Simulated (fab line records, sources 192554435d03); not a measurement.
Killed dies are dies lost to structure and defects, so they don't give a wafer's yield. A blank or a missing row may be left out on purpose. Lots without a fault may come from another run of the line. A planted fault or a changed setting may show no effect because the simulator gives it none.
fab line records | flow n5_finfet
record lots=6 wafers=18 last_day=17
route steps=1938 shown START@1 ZERO_LAYER@2 BEOL_M4@1111 PASSIVATION@1936
lots that met no fault: from a run of the same line without faults
start_h: hours from the record's first day to the start of the lot's first wafer shown | wait_h: hours since the lot's step before | " the same as in the row above | L1.1+2: a row that stands for several wafers | - no value, or no start given | * or withheld: withheld | < > ~ a bound
route shown NAME@n: a module of which the file shows steps, and the number in the route of the first | usual: mean/standard deviation of fault-free wafers | same: alike in all rows | chamber/n: place in a boat | sites: the reading at each site | _std_site: their standard deviation | _edge_site: outer sites' mean less inner sites' | radius_mm: how far each site lies from the wafer's centre | mask NAME#n: copy n | behind: the tool/chamber that last shaped the wafer | hold: why the lot was held/for how many hours/how that ended | device: the transistor (n, p or np) that didn't switch | end of line: the same wafers' tests at the end of the route | a step without rows: its recipe alone | killed: dies lost to structure and defects at the first sort, not the wafer's yield | map: a wafer's dies, x killed, . not, _ none there
set.NAME: the setting as run; set.NAME@STEP: as run at that earlier step | model.NAME: the simulator's own value behind a step, which no gauge read
lots at some steps of the route; a table a step, a row a wafer
services: from which hour (start_h, from the record's first day; less than 0 if before it) a tool's chamber was out of use, for how many hours, and why
## steps
# step N5_START_INSPECT_01
# recipe inspect_instrument=unpatterned_scan mode=incoming
# usual raw_defect_count=5.6/2.2
# columns lot.wafer tool chamber start_h wait_h raw_defect_count
L991.1 defect_inspect-01 - 30.03 - 4
L991.2 " - " " 2
L991.4 " - " " 4
L993.1 defect_inspect-01 - 42.03 - 9
L993.4 " - " " 7
L993.5 " - " " 9
L996.1 defect_inspect-01 - 60.03 - 9
L996.2 " - " " 4
L996.4 " - " " 6
L104.1 defect_inspect-02 - 108.03 - 4
L104.5 " - " " 6
L104.6 " - " " 3
L107.2 defect_inspect-01 - 126.03 - 6
L107.4 " - " " 9
L107.6 " - " " 9
L109.1 defect_inspect-01 - 138.03 - 3
L109.4 " - " " 7
L109.5 " - " " 5
# step N5_ZERO_LAYER_PRECLEAN_00
# recipe chemistry=SPM time_s=600 temp_c=120 mix=4:1
# step N5_ZERO_LAYER_SRD_01
# recipe time_s=30 temp_c=23 rinse_liquid=diw dry=n2_spin spin_rpm=1500 dry_time_s=30
# step N5_ZERO_LAYER_PECVD_02
# recipe material=SiO2 target_thk_a=100 temp_c=400 precursor=SiH4/N2O pressure_torr=0.75 rf_w=275 time_s=6
# usual chamber_pressure_Torr=0.7502/0.0015 heater_power_w=773/91 showerhead_plenum_p_Torr=8.27/0.16
# columns lot.wafer tool chamber start_h wait_h chamber_pressure_Torr heater_power_w showerhead_plenum_p_Torr
L991.1 pecvd-02 1 30.28 0.0 0.7497 786 8.44
L991.2 " 0 " " 0.7476 665 8.30
L991.4 " 0 " " 0.7489 659 8.31
L993.1 pecvd-02 0 42.28 0.0 0.7495 662 8.32
L993.4 " 1 " " 0.7510 792 8.43
L993.5 " 1 " " 0.7484 783 8.45
L996.1 pecvd-01 0 60.28 0.0 0.7495 676 8.13
L996.2 " 1 " " 0.7480 983 8.30
L996.4 " 1 " " 0.7483 981 8.28
L104.1 pecvd-02 2 108.28 0.0 0.7501 747 8.42
L104.5 " 2 " " 0.7535 759 8.42
L104.6 " 0 " " 0.7513 678 8.30
L107.2 pecvd-01 1 126.29 0.0 0.7487 869 8.29
L107.4 " 2 " " 0.7495 790 7.97
L107.6 " 0 " " 0.7509 722 8.15
L109.1 pecvd-04 0 138.30 0.0 0.7499 913 8.22
L109.4 " 0 " " 0.7496 915 8.19
L109.5 " 2 " " 0.7512 813 7.93
# step N5_ZERO_LAYER_HMDS_04
# recipe time_s=60 temp_c=120
# step N5_ZERO_LAYER_COAT_05
# recipe spin_rpm=1500 resist_thk_nm=1000
# step N5_ZERO_LAYER_EBR_07
# recipe solvent=PGMEA ebr_width_mm=1.5
# step N5_ZERO_LAYER_SOFTBAKE_06
# recipe temp_c=100 time_s=90
# step N5_ZERO_LAYER_EXPOSE_08
# recipe mask_id=ZERO na=0.55 source_shape=conventional sigma_outer=0.8 polarization=unpolarized defocus_nm=0 target_cd_nm=2000 dose_mj=16.2
# usual exposure_dose_mJ_cm2=16.193/0.017 stage_vel_mm_s=499.97/0.26
# same na=0.55 sigma_outer=0.8
# columns lot.wafer tool chamber start_h wait_h mask exposure_dose_mJ_cm2 stage_vel_mm_s
L991.1 krf_scanner-02 0 30.46 - ZERO#0 16.202 500.13
L991.2 " 0 " " ZERO#0 16.203 499.67
L991.4 " 0 " " ZERO#0 16.187 500.29
L993.1 krf_scanner-02 0 42.49 - ZERO#0 16.216 499.76
L993.4 " 0 " " ZERO#0 16.221 499.44
L993.5 " 0 " " ZERO#0 16.173 499.67
L996.1 krf_scanner-02 0 60.49 - ZERO#0 16.156 500.02
L996.2 " 0 " " ZERO#0 16.197 500.04
L996.4 " 0 " " ZERO#0 16.175 500.06
L104.1 krf_scanner-01 0 108.59 - ZERO#0 16.157 499.81
L104.5 " 0 " " ZERO#0 16.165 499.82
L104.6 " 0 " " ZERO#0 16.209 499.87
L107.2 krf_scanner-01 0 126.47 - ZERO#0 16.526 500.18
L107.4 " 0 " " ZERO#0 16.527 500.66
L107.6 " 0 " " ZERO#0 16.540 500.20
L109.1 krf_scanner-01 0 138.61 - ZERO#0 16.481 499.87
L109.4 " 0 " " ZERO#0 16.479 499.83
L109.5 " 0 " " ZERO#0 16.470 499.50
# step N5_ZERO_LAYER_PEB_09
# recipe peb_temp_c=withheld peb_time_s=*
# step N5_BEOL_M4_RC_MEAS_101
# usual DIBL_N=36.4/1.7 DIBL_P=36.4/2.1 IOFF_N=0.16/0.035 IOFF_P=0.21/0.035 ION_N=680/11 ION_P=465/6.8 SS_N=71.5/0.58 SS_P=73.2/0.72 VT_N=249/3.6 VT_P=-250/3.1
# columns lot.wafer tool chamber start_h wait_h DIBL_N[mV/V] DIBL_P[mV/V] IOFF_N[nA/um] IOFF_P[nA/um] ION_N[uA/um] ION_P[uA/um] SS_N[mV/dec] SS_P[mV/dec] VT_N[mV] VT_P[mV]
L991.1 prober-01 0 191.17 0.0 33.8 33.2 0.13 0.16 675 458 71.6 72.6 252 -253
L991.2 " 0 " " 35.7 36.7 0.18 0.22 687 463 71.3 73.2 251 -249
L991.4 " 0 " " 39.0 38.9 0.27 0.27 704 467 73.1 73.9 243 -246
L993.1 prober-02 0 209.34 0.0 35.2 36.3 0.14 0.19 671 461 71.4 72.7 249 -254
L993.4 " 0 " " 38.1 38.2 0.19 0.22 691 470 71.7 73.9 251 -252
L993.5 " 0 " " 32.7 32.5 0.11 0.14 664 453 70.7 71.8 255 -255
L996.1 prober-02 0 214.89 0.6 36.7 36.4 0.16 0.20 676 465 71.1 73.1 248 -253
L996.2 " 0 " " 34.7 34.5 0.13 0.17 670 457 71.3 72.2 254 -256
L996.4 " 0 " " 37.1 37.6 0.19 0.22 702 473 71.4 73.8 248 -252
L104.1 prober-01 0 268.45 0.0 36.0 36.6 0.15 0.19 662 455 71.2 73.0 252 -254
L104.5 " 0 " " 35.1 35.7 0.15 0.19 676 466 69.8 72.7 251 -251
L104.6 " 0 " " 34.2 34.0 0.12 0.16 676 461 70.7 72.3 257 -254
L109.1 prober-02 0 293.24 0.0 40.7 41.2 0.28 0.30 710 472 72.3 74.5 239 -245
L109.4 " 0 " " 37.0 36.5 0.18 0.22 693 477 71.4 73.0 247 -248
L109.5 " 0 " " 40.4 40.9 0.25 0.29 697 473 71.9 74.7 240 -248
L107.2 prober-01 0 296.90 0.2 40.0 37.8 0.22 0.26 697 471 72.5 74.2 245 -247
L107.4 " 0 " " 36.0 32.5 0.14 0.18 663 458 71.5 72.3 251 -254
L107.6 " 0 " " 36.9 34.8 0.17 0.21 686 470 71.1 73.2 246 -251
# step N5_PASSIVATION_PROBE_49
# usual defect_limited_yield=91.3/1.4 killed_at_M0_to_M3=36/11 killed_at_M4_up=13/5.2 killed_at_contacts=13/6.5 killed_at_front_end=37/11 killed_at_other=3.6/2.9 killed_dies=103/17 killed_on_rim=13/3.6 killed_open=68/12 killed_short=33/7.3 sort_bin_4_leakage=0.01/0.039 sort_bin_5_function=5.2/0.91 sort_bin_6_memory=3.2/0.67 sort_n_pass=1077/17 sort_yield_pct=91.3/1.4
# same gross_dies=1180 killed_at_back_side=0 sort_bin_8_speed[%]=0
# columns lot.wafer tool chamber start_h wait_h defect_limited_yield[%] killed_at_M0_to_M3 killed_at_M4_up killed_at_contacts killed_at_front_end killed_at_other killed_dies killed_on_rim killed_open killed_short sort_bin_4_leakage[%] sort_bin_5_function[%] sort_bin_6_memory[%] sort_n_pass sort_yield_pct[%]
L991.1 prober-01 - 294.77 0.0 92.1 49 3 14 26 1 93 8 61 30 0 4.4 2.9 1087 92.1
L991.2 prober-01 - 294.82 0.1 87.5 73 17 19 34 4 147 21 101 45 0 7.5 4.7 1033 87.5
L991.4 prober-01 - 294.92 0.2 90.3 47 6 28 32 2 115 13 73 42 0 6.1 3.3 1065 90.3
L104.1 prober-01 - 379.81 0.0 92.1 39 7 4 39 4 93 15 64 29 0 4.6 2.9 1087 92.1
L104.5 prober-01 - 380.01 0.2 90.5 41 7 17 43 4 112 12 78 32 0 5.4 3.6 1068 90.5
L104.6 prober-01 - 380.06 0.3 90.3 35 14 13 48 5 115 10 92 23 0 5.6 3.7 1065 90.3
# killed by level:class
L991.1 BEOL_M3:geometric_particle:open=13 MOL_CONTACT_COAG:geometric_particle:open=10 BEOL_M0_SAQP:geometric_particle:short=9 BEOL_M1:geometric_particle:open=8 BEOL_M2:geometric_particle:open=7 FIN_SAQP:geometric_particle:open=6 BEOL_M0_SAQP:geometric_particle:open=6 FIN_SAQP:geometric_particle:short=5
L991.2 BEOL_M0_SAQP:geometric_particle:short=15 BEOL_M3:geometric_particle:open=14 MOL_CONTACT_COAG:geometric_particle:open=14 BEOL_M2:geometric_particle:open=12 STI_FIN_REVEAL:geometric_particle:open=11 BEOL_M1:geometric_particle:open=11 BEOL_M0_SAQP:geometric_particle:open=10 BEOL_M4:geometric_particle:open=6
L991.4 MOL_CONTACT_COAG:geometric_particle:open=23 BEOL_M0_SAQP:geometric_particle:short=14 FIN_SAQP:geometric_particle:short=9 BEOL_M3:geometric_particle:open=8 BEOL_M0_SAQP:geometric_particle:open=7 BEOL_M1:geometric_particle:open=7 FIN_SAQP:geometric_particle:open=6 MOL_CONTACT_COAG:geometric_particle:short=5
L104.1 FIN_SAQP:geometric_particle:open=15 BEOL_M3:geometric_particle:open=8 STI_FIN_REVEAL:geometric_particle:open=7 BEOL_M0:geometric_particle:open=6 FIN_SAQP:geometric_particle:short=5 BEOL_M2:geometric_particle:open=5 BEOL_M1:geometric_particle:short=4 BEOL_M5:geometric_particle:open=4
L104.5 BEOL_M3:geometric_particle:open=17 MOL_CONTACT_COAG:geometric_particle:open=15 FIN_SAQP:geometric_particle:open=13 BEOL_M2:geometric_particle:open=7 FIN_SAQP:geometric_particle:short=5 GATE_CUT:geometric_particle:open=5 BEOL_M0_SAQP:geometric_particle:short=5 STI_FIN_REVEAL:geometric_particle:open=4
L104.6 BEOL_M1:geometric_particle:open=16 MOL_CONTACT_COAG:geometric_particle:open=12 FIN_SAQP:geometric_particle:open=11 STI_FIN_REVEAL:geometric_particle:open=10 DUMMY_GATE:geometric_particle:open=7 BEOL_M5:geometric_particle:open=7 FIN_SAQP:geometric_particle:short=5 GATE_CUT:geometric_particle:short=5
## services
# columns tool chamber start_h hours kind
pecvd-01 2 6.51 2.1 scheduled_down
pecvd-04 - 7.90 14.6 pm
pecvd-01 1 15.69 5.5 scheduled_down
krf_scanner-02 - 23.06 1.0 pm
krf_scanner-02 - 26.75 1.5 repair
pecvd-02 2 33.59 5.5 scheduled_down
pecvd-01 2 39.05 2.3 repair
krf_scanner-02 - 57.15 0.9 repair
pecvd-02 - 58.53 2.0 repair
krf_scanner-01 - 58.57 1.3 pm
pecvd-01 2 59.70 5.5 scheduled_down
krf_scanner-02 - 65.91 0.8 pm
pecvd-02 0 67.38 5.5 scheduled_down
pecvd-02 2 75.54 16.5 scheduled_down
krf_scanner-02 - 79.00 1.3 pm
krf_scanner-01 - 91.50 1.0 repair
krf_scanner-01 - 94.46 0.8 pm
krf_scanner-01 - 112.18 1.0 pm
pecvd-01 - 116.65 2.8 pm
pecvd-04 0 122.10 6.5 repair
krf_scanner-02 0 135.18 - calibration
## key
first_sign step=N5_ZERO_LAYER_EXPOSE_08 reading=exposure_dose_mJ_cm2 direction=up sigmas=18 usual=16.193 struck=16.504
effect none on later readings
met_at N5_ZERO_LAYER_EXPOSE_08
struck_wafers L107.2,L107.4,L107.6,L109.1,L109.4,L109.5
loop_trim step=N5_ZERO_LAYER_EXPOSE_08 setting=dose lots=L109
onset_between 108.59 126.47
fault kind=process_parameter_drift tool=krf_scanner-01 chamber=- onset_h=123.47 steps=N5_ZERO_LAYER_EXPOSE_08 channel=dose_mj offset=0.34919 shape=step acts_in=these_recipes_only stated=16.2
# loop_trim: a control loop set the setting to another value than it would have without faults
